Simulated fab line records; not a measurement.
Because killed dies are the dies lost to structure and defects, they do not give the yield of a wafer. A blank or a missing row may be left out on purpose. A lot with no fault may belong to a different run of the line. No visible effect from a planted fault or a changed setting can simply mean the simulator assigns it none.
Matching of chambers -- flow n5_finfet -- N5_BEOL_M12_DESCUM_15 on rie_diel-01: 4 sister chambers
The step chemistry O2, time 7.9 s. 14 wafers are shown with their chamber, then 7 later ones without.

## EACH WAFER AND ITS CHAMBER
wafer,chamber,throttle_valve_pct (%),showerhead_plenum_p_Torr (Torr),oes_product_au (a.u.)
L074.1,3,20.62,2.06,0.73
L074.3,1,20.29,2.12,0.88
L074.5,0,20.56,2.11,0.82
L075.2,2,20.64,2.11,0.77
L075.4,3,20.62,2.06,0.73
L075.6,2,20.66,2.11,0.78
L081.1,0,20.57,2.10,0.78
L081.2,1,20.32,2.11,0.84
L081.6,2,20.66,2.10,0.76
L087.2,1,20.33,2.10,0.83
L087.3,3,20.65,2.05,0.71
L087.6,2,20.68,2.10,0.76
L091.2,3,20.66,2.05,0.70
L091.5,1,20.36,2.10,0.82

SIGNATURES (averages over the wafers above)
reading,chamber 0,chamber 1,chamber 2,chamber 3,scatter within a chamber
throttle_valve_pct,20.5650,20.3250,20.6600,20.6375,0.0215
showerhead_plenum_p_Torr,2.1050,2.1075,2.1050,2.0550,0.00725
oes_product_au,0.8000,0.8425,0.7675,0.7175,0.0196
Rule: distance of a wafer from a chamber = root of the sum over the readings of ((wafer's reading minus chamber's mean) / reading's scatter) squared. The wafer belongs to the nearest chamber; if the next one is less than 2 further off, it can't be placed. The scatter: take each reading less its chamber's mean, square it, sum over the shown wafers, divide by the number of wafers less the number of chambers, and take the root.

## WAFERS WITHOUT THEIR CHAMBER
wafer,throttle_valve_pct (%),showerhead_plenum_p_Torr (Torr),oes_product_au (a.u.)
L091.6,20.68,2.10,0.75
L093.2,20.70,2.09,0.73
L093.3,20.37,2.10,0.82
L093.4,20.69,2.09,0.74
L097.3,20.33,2.04,0.96
L097.4,20.39,2.09,0.80
L097.5,20.63,2.09,0.75

## WHICH CHAMBER EACH ONE RAN IN
wafer,from the rows above,in truth
L091.6,2,2
L093.2,2,2
L093.3,1,1
L093.4,2,2
L097.3,1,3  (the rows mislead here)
L097.4,1,1
L097.5,can't be placed: 2 or 0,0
Correct placement for 5 of the 7. Unplaceable from these rows: 1, with the true chamber sitting among the candidates in 1. Placed wrongly: 1.
